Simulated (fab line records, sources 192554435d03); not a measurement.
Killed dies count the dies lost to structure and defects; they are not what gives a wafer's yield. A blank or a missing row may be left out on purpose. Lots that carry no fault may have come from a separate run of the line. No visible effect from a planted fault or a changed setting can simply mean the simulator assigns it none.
Which tool did it? / flow n5 finfet / 30 wafers from 10 lots sampled at 5 of the route's 1938 steps

== WHAT EACH GAUGE READ, for each wafer ==
N5_BEOL_M1_CD_MEAS_28: target cd y 23.3 nm. Usual: cd nm reads 24.09 nm (standard deviation 0.27).
lot=L924; measured=day 6 06:35; on=cd sem-02; cd nm (nm)=24.11 23.97 23.87; flag=
lot=L926; measured=day 6 17:46; on=cd sem-01; cd nm (nm)=23.86 24.12 23.80; flag=
lot=L927; measured=day 6 21:23; on=cd sem-03; cd nm (nm)=24.62 23.67 24.09; flag=
lot=L928; measured=day 7 00:35; on=cd sem-03; cd nm (nm)=24.37 24.57 24.09; flag=
lot=L929; measured=day 7 13:38; on=cd sem-02; cd nm (nm)=23.95 24.18 24.14; flag=
lot=L934; measured=day 9 00:49; on=cd sem-01; cd nm (nm)=24.25 24.21 24.52; flag=
lot=L935; measured=day 9 03:05; on=cd sem-01; cd nm (nm)=24.12 24.35 23.75; flag=
lot=L939; measured=day 10 04:10; on=cd sem-03; cd nm (nm)=24.08 24.41 24.26; flag=
lot=L940; measured=day 10 08:37; on=cd sem-02; cd nm (nm)=24.07 24.20 23.71; flag=
lot=L945; measured=day 11 04:58; on=cd sem-01; cd nm (nm)=24.41 24.40 24.62; flag=

N5_BEOL_M4_RC_MEAS_101. Usual: DIBL_N 36.0 mV/V, standard deviation 1.9; DIBL_P 35.6 mV/V, standard deviation 2.2; IOFF_N 0.15 nA/um, standard deviation 0.031; IOFF_P 0.19 nA/um, standard deviation 0.032; ION_N 668 uA/um, standard deviation 11; ION_P 455 uA/um, standard deviation 7.2; SS_N 71.5 mV/dec, standard deviation 0.65; SS_P 73.4 mV/dec, standard deviation 0.64; VT_N 251 mV, standard deviation 3.6; VT_P -253 mV, standard deviation 3.3.
lot=L924; measured=day 8 22:11; on=prober-01; DIBL_N (mV/V)=36.4 35.7 37.5; DIBL_P (mV/V)=35.6 34.2 36.3; IOFF_N (nA/um)=0.15 0.14 0.17; IOFF_P (nA/um)=0.21 0.19 0.22; ION_N (uA/um)=671 664 675; ION_P (uA/um)=461 460 457; SS_N (mV/dec)=70.7 70.1 71.0; SS_P (mV/dec)=73.6 73.3 73.7; VT_N (mV)=249 251 250; VT_P (mV)=-249 -251 -250; flag=
lot=L926; measured=day 9 06:52; on=prober-01; DIBL_N (mV/V)=34.8 36.2 36.5; DIBL_P (mV/V)=34.5 35.2 35.6; IOFF_N (nA/um)=0.13 0.15 0.15; IOFF_P (nA/um)=0.17 0.17 0.17; ION_N (uA/um)=647 663 655; ION_P (uA/um)=445 453 441; SS_N (mV/dec)=71.1 70.9 71.8; SS_P (mV/dec)=72.7 72.5 73.5; VT_N (mV)=252 254 251; VT_P (mV)=-253 -253 -254; flag=
lot=L927; measured=day 10 10:39; on=prober-02; DIBL_N (mV/V)=38.1 36.1 35.0; DIBL_P (mV/V)=37.8 36.1 33.9; IOFF_N (nA/um)=0.20 0.16 0.15; IOFF_P (nA/um)=0.23 0.20 0.17; ION_N (uA/um)=685 676 665; ION_P (uA/um)=463 459 453; SS_N (mV/dec)=71.4 71.4 71.7; SS_P (mV/dec)=73.6 73.3 72.9; VT_N (mV)=241 251 251; VT_P (mV)=-249 -253 -254; flag=
lot=L928; measured=day 9 23:53; on=prober-01; DIBL_N (mV/V)=34.7 40.0 37.7; DIBL_P (mV/V)=34.5 38.0 36.0; IOFF_N (nA/um)=0.14 0.23 0.18; IOFF_P (nA/um)=0.19 0.25 0.22; ION_N (uA/um)=665 681 669; ION_P (uA/um)=458 457 465; SS_N (mV/dec)=70.7 72.7 71.5; SS_P (mV/dec)=72.5 74.4 74.2; VT_N (mV)=252 249 249; VT_P (mV)=-251 -250 -251; flag=
lot=L929; measured=day 11 01:40; on=prober-02; DIBL_N (mV/V)=33.2 38.8 34.7; DIBL_P (mV/V)=32.0 39.7 34.8; IOFF_N (nA/um)=0.11 0.21 0.13; IOFF_P (nA/um)=0.14 0.25 0.18; ION_N (uA/um)=649 672 658; ION_P (uA/um)=441 453 454; SS_N (mV/dec)=72.3 73.0 71.3; SS_P (mV/dec)=71.9 73.9 73.4; VT_N (mV)=260 246 255; VT_P (mV)=-256 -249 -252; flag=
lot=L934; measured=day 13 00:28; on=prober-01; DIBL_N (mV/V)=33.1 33.8 32.3; DIBL_P (mV/V)=33.0 33.7 31.0; IOFF_N (nA/um)=0.11 0.12 0.10; IOFF_P (nA/um)=0.17 0.17 0.14; ION_N (uA/um)=663 661 658; ION_P (uA/um)=455 454 449; SS_N (mV/dec)=70.5 71.3 70.5; SS_P (mV/dec)=72.5 73.3 73.1; VT_N (mV)=251 250 255; VT_P (mV)=-254 -253 -256; flag=
lot=L935; measured=day 13 04:21; on=prober-02; DIBL_N (mV/V)=33.7 33.0 34.4; DIBL_P (mV/V)=31.6 31.3 33.1; IOFF_N (nA/um)=0.12 0.12 0.13; IOFF_P (nA/um)=0.15 0.15 0.17; ION_N (uA/um)=657 653 658; ION_P (uA/um)=449 451 456; SS_N (mV/dec)=70.3 70.8 70.9; SS_P (mV/dec)=73.2 72.9 73.0; VT_N (mV)=254 254 253; VT_P (mV)=-255 -258 -253; flag=
lot=L939; measured=day 13 17:46; on=prober-01; DIBL_N (mV/V)=36.3 35.7 36.9; DIBL_P (mV/V)=38.5 36.3 38.1; IOFF_N (nA/um)=0.16 0.16 0.18; IOFF_P (nA/um)=0.21 0.17 0.20; ION_N (uA/um)=666 666 668; ION_P (uA/um)=458 445 458; SS_N (mV/dec)=71.4 72.0 72.0; SS_P (mV/dec)=73.7 73.4 73.8; VT_N (mV)=248 249 251; VT_P (mV)=-253 -258 -256; flag=
lot=L940; measured=day 13 20:47; on=prober-01; DIBL_N (mV/V)=34.9 35.5 33.6; DIBL_P (mV/V)=35.3 36.0 34.6; IOFF_N (nA/um)=0.14 0.15 0.13; IOFF_P (nA/um)=0.18 0.20 0.18; ION_N (uA/um)=667 662 667; ION_P (uA/um)=454 450 461; SS_N (mV/dec)=71.1 71.2 71.0; SS_P (mV/dec)=73.0 73.4 73.0; VT_N (mV)=251 249 251; VT_P (mV)=-253 -248 -252; flag=
lot=L945; measured=day 14 13:58; on=prober-02; DIBL_N (mV/V)=38.4 35.8 36.5; DIBL_P (mV/V)=38.5 34.8 36.0; IOFF_N (nA/um)=0.20 0.15 0.17; IOFF_P (nA/um)=0.25 0.20 0.22; ION_N (uA/um)=679 679 675; ION_P (uA/um)=460 463 465; SS_N (mV/dec)=72.8 71.7 72.1; SS_P (mV/dec)=73.9 73.3 74.1; VT_N (mV)=247 251 250; VT_P (mV)=-249 -251 -252; flag=

== TOOL THAT RAN EACH LOT (tool first, then ch and the chambers of the sampled wafers, then the start) ==
lot=L924; N5_BEOL_M1_PECVD_72=pecvd-01 ch 0,1, day 6 02:11; N5_BEOL_M1_STRIP_19=rie diel-05 ch 0,2, day 6 06:12; N5_BEOL_M1_COAT_67=litho track-01 ch 0, day 6 06:19
lot=L926; N5_BEOL_M1_PECVD_72=pecvd-02 ch 0,1, day 6 14:35; N5_BEOL_M1_STRIP_19=rie diel-02 ch 0,1,2, day 6 17:15; N5_BEOL_M1_COAT_67=litho track-05 ch 0, day 6 17:22
lot=L927; N5_BEOL_M1_PECVD_72=pecvd-01 ch 0,1,2, day 6 18:26; N5_BEOL_M1_STRIP_19=rie diel-03 ch 2,3, day 6 20:52; N5_BEOL_M1_COAT_67=litho track-03 ch 0, day 6 20:58
lot=L928; N5_BEOL_M1_PECVD_72=pecvd-01 ch 0,1,2, day 6 23:13; N5_BEOL_M1_STRIP_19=rie diel-02 ch 0,3, day 7 00:13; N5_BEOL_M1_COAT_67=litho track-05 ch 0, day 7 00:19
lot=L929; N5_BEOL_M1_PECVD_72=pecvd-01 ch 0,1,2, day 7 10:44; N5_BEOL_M1_STRIP_19=rie diel-03 ch 0,2,3, day 7 13:15; N5_BEOL_M1_COAT_67=litho track-05 ch 0, day 7 13:21
lot=L934; N5_BEOL_M1_PECVD_72=pecvd-03 ch 0,2, day 8 22:03; N5_BEOL_M1_STRIP_19=rie diel-03 ch 0,1,3, day 9 00:25; N5_BEOL_M1_COAT_67=litho track-03 ch 0, day 9 00:31
lot=L935; N5_BEOL_M1_PECVD_72=pecvd-02 ch 0,1, day 9 01:11; N5_BEOL_M1_STRIP_19=rie diel-03 ch 0,2, day 9 02:41; N5_BEOL_M1_COAT_67=litho track-05 ch 0, day 9 02:47
lot=L939; N5_BEOL_M1_PECVD_72=pecvd-03 ch 0,1, day 10 01:52; N5_BEOL_M1_STRIP_19=rie diel-05 ch 0,1, day 10 03:46; N5_BEOL_M1_COAT_67=litho track-05 ch 0, day 10 03:53
lot=L940; N5_BEOL_M1_PECVD_72=pecvd-01 ch 0,1,2, day 10 04:53; N5_BEOL_M1_STRIP_19=rie diel-02 ch 2,3, day 10 08:14; N5_BEOL_M1_COAT_67=litho track-05 ch 0, day 10 08:20
lot=L945; N5_BEOL_M1_PECVD_72=pecvd-02 ch 0,1,2, day 11 02:33; N5_BEOL_M1_STRIP_19=rie diel-02 ch 2,3, day 11 04:27; N5_BEOL_M1_COAT_67=litho track-05 ch 0, day 11 04:34
- N5_BEOL_M1_PECVD_72: deposits SiO2 from TEOS/O2, target thk 16 nm, time 18 s.
- N5_BEOL_M1_STRIP_19: strips in O2.
- N5_BEOL_M1_COAT_67: time 60 s, resist thk 60 nm.

== AS READ BY THE TOOLS THEMSELVES (means over the sampled wafers that have a number; for cases with no such wafer, the mark the record gives instead) ==
N5_BEOL_M1_PECVD_72. Usual: heater power w 777 W, standard deviation 83; showerhead plenum p Torr 8.76 Torr, standard deviation 0.059; throttle valve pct 22.3 %, standard deviation 1.1.
lot=L924; tool=pecvd-01; heater power w (W)=748; showerhead plenum p Torr (Torr)=8.73; throttle valve pct (%)=23.0; flag=
lot=L926; tool=pecvd-02; heater power w (W)=778; showerhead plenum p Torr (Torr)=8.83; throttle valve pct (%)=23.5; flag=
lot=L927; tool=pecvd-01; heater power w (W)=745; showerhead plenum p Torr (Torr)=8.77; throttle valve pct (%)=22.3; flag=
lot=L928; tool=pecvd-01; heater power w (W)=816; showerhead plenum p Torr (Torr)=8.76; throttle valve pct (%)=22.6; flag=
lot=L929; tool=pecvd-01; heater power w (W)=822; showerhead plenum p Torr (Torr)=8.77; throttle valve pct (%)=22.6; flag=
lot=L934; tool=pecvd-03; heater power w (W)=810; showerhead plenum p Torr (Torr)=8.74; throttle valve pct (%)=21.5; flag=
lot=L935; tool=pecvd-02; heater power w (W)=736; showerhead plenum p Torr (Torr)=8.81; throttle valve pct (%)=23.5; flag=
lot=L939; tool=pecvd-03; heater power w (W)=714; showerhead plenum p Torr (Torr)=8.72; throttle valve pct (%)=21.7; flag=
lot=L940; tool=pecvd-01; heater power w (W)=743; showerhead plenum p Torr (Torr)=8.75; throttle valve pct (%)=22.5; flag=
lot=L945; tool=pecvd-02; heater power w (W)=769; showerhead plenum p Torr (Torr)=8.78; throttle valve pct (%)=22.2; flag=

N5_BEOL_M1_STRIP_19. Usual: drypump motor current A 5.6 A, standard deviation 0.45; o2 flow sccm 225.0 sccm, standard deviation 0.68; oes product au 0.76 a.u., standard deviation 0.091; rf vpp V 3.6 V, standard deviation 0.47; showerhead plenum p Torr 2.11 Torr, standard deviation 0.073; throttle valve pct 16.59 %, standard deviation 0.21.
lot=L924; tool=rie diel-05; drypump motor current A (A)=5.6; o2 flow sccm (sccm)=225.5; oes product au (a.u.)=0.70; rf vpp V (V)=3.3; showerhead plenum p Torr (Torr)=2.06; throttle valve pct (%)=16.97; flag=
lot=L926; tool=rie diel-02; drypump motor current A (A)=5.6; o2 flow sccm (sccm)=225.6; oes product au (a.u.)=0.75; rf vpp V (V)=3.3; showerhead plenum p Torr (Torr)=2.13; throttle valve pct (%)=16.61; flag=
lot=L927; tool=rie diel-03; drypump motor current A (A)=5.5; o2 flow sccm (sccm)=225.1; oes product au (a.u.)=0.74; rf vpp V (V)=3.6; showerhead plenum p Torr (Torr)=2.13; throttle valve pct (%)=16.46; flag=
lot=L928; tool=rie diel-02; drypump motor current A (A)=5.3; o2 flow sccm (sccm)=225.4; oes product au (a.u.)=0.71; rf vpp V (V)=3.3; showerhead plenum p Torr (Torr)=2.11; throttle valve pct (%)=16.56; flag=
lot=L929; tool=rie diel-03; drypump motor current A (A)=5.3; o2 flow sccm (sccm)=225.2; oes product au (a.u.)=0.76; rf vpp V (V)=3.3; showerhead plenum p Torr (Torr)=2.14; throttle valve pct (%)=16.52; flag=
lot=L934; tool=rie diel-03; drypump motor current A (A)=5.5; o2 flow sccm (sccm)=225.2; oes product au (a.u.)=0.85; rf vpp V (V)=3.6; showerhead plenum p Torr (Torr)=2.11; throttle valve pct (%)=16.39; flag=
lot=L935; tool=rie diel-03; drypump motor current A (A)=5.4; o2 flow sccm (sccm)=225.4; oes product au (a.u.)=0.69; rf vpp V (V)=3.8; showerhead plenum p Torr (Torr)=2.14; throttle valve pct (%)=16.61; flag=
lot=L939; tool=rie diel-05; drypump motor current A (A)=5.4; o2 flow sccm (sccm)=225.6; oes product au (a.u.)=0.89; rf vpp V (V)=3.6; showerhead plenum p Torr (Torr)=2.17; throttle valve pct (%)=16.44; flag=
lot=L940; tool=rie diel-02; drypump motor current A (A)=5.9; o2 flow sccm (sccm)=224.8; oes product au (a.u.)=0.73; rf vpp V (V)=3.5; showerhead plenum p Torr (Torr)=2.05; throttle valve pct (%)=16.69; flag=
lot=L945; tool=rie diel-02; drypump motor current A (A)=5.7; o2 flow sccm (sccm)=225.2; oes product au (a.u.)=0.72; rf vpp V (V)=3.8; showerhead plenum p Torr (Torr)=2.12; throttle valve pct (%)=16.66; flag=

N5_BEOL_M1_COAT_67. Usual: heater power total W 500.3 W, standard deviation 1.8; plate temp C 250.00 C, standard deviation 0.19.
lot=L924; tool=litho track-01; heater power total W (W)=501.5; plate temp C (C)=249.78; flag=
lot=L926; tool=litho track-05; heater power total W (W)=499.7; plate temp C (C)=249.95; flag=
lot=L927; tool=litho track-03; heater power total W (W)=499.8; plate temp C (C)=249.96; flag=
lot=L928; tool=litho track-05; heater power total W (W)=497.7; plate temp C (C)=250.09; flag=
lot=L929; tool=litho track-05; heater power total W (W)=499.9; plate temp C (C)=249.92; flag=
lot=L934; tool=litho track-03; heater power total W (W)=501.9; plate temp C (C)=250.21; flag=
lot=L935; tool=litho track-05; heater power total W (W)=499.0; plate temp C (C)=250.03; flag=
lot=L939; tool=litho track-05; heater power total W (W)=487.9; plate temp C (C)=244.59; flag=OFF
lot=L940; tool=litho track-05; heater power total W (W)=486.6; plate temp C (C)=244.49; flag=OFF
lot=L945; tool=litho track-05; heater power total W (W)=487.4; plate temp C (C)=244.34; flag=OFF

== THE ANSWER, worked out from the rows above alone ==
Rule: a lot is off if the mean of its wafers that have a number lies more than 3 standard deviations from the usual mean. A lot without any number at a reading at which 4 lots or more have one is off too. Any other lot the step has rows for is counted as sound. The gauges are gone through in route order, then the tools' own readings, and for those a lot's mean is taken as printed above. At the first step where some lot is off, the reading lying furthest off is the one used; lots without a number count as furthest.
Off: L939, L940, L945, at N5_BEOL_M1_COAT_67 (plate temp C).
A tool fits if, at that step or a process step before it, it ran every lot that is off, and no sound lot after the first of them. One candidate fits, namely litho track-05 at N5_BEOL_M1_COAT_67. A fault onset in the window from L935 (day 9 02:47, its last sound lot) to L939 (day 10 03:53, its first lot off) fits.
The tool's own readings at N5_BEOL_M1_COAT_67 bear it out: on the lots that are off they differ by more than 5 times the standard deviation of the sound lots' means. heater power total W reads 487.3 W there against 499.9 W on the sound lots; plate temp C reads 244.47 C there against 249.99 C on the sound lots.

== WHAT THE SIMULATOR PUT IN ==
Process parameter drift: litho track-05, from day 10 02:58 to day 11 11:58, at N5_BEOL_M1_COAT_67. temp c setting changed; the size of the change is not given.
Shown lots that were struck: L939, L940, L945. The rule above reached the same finding.
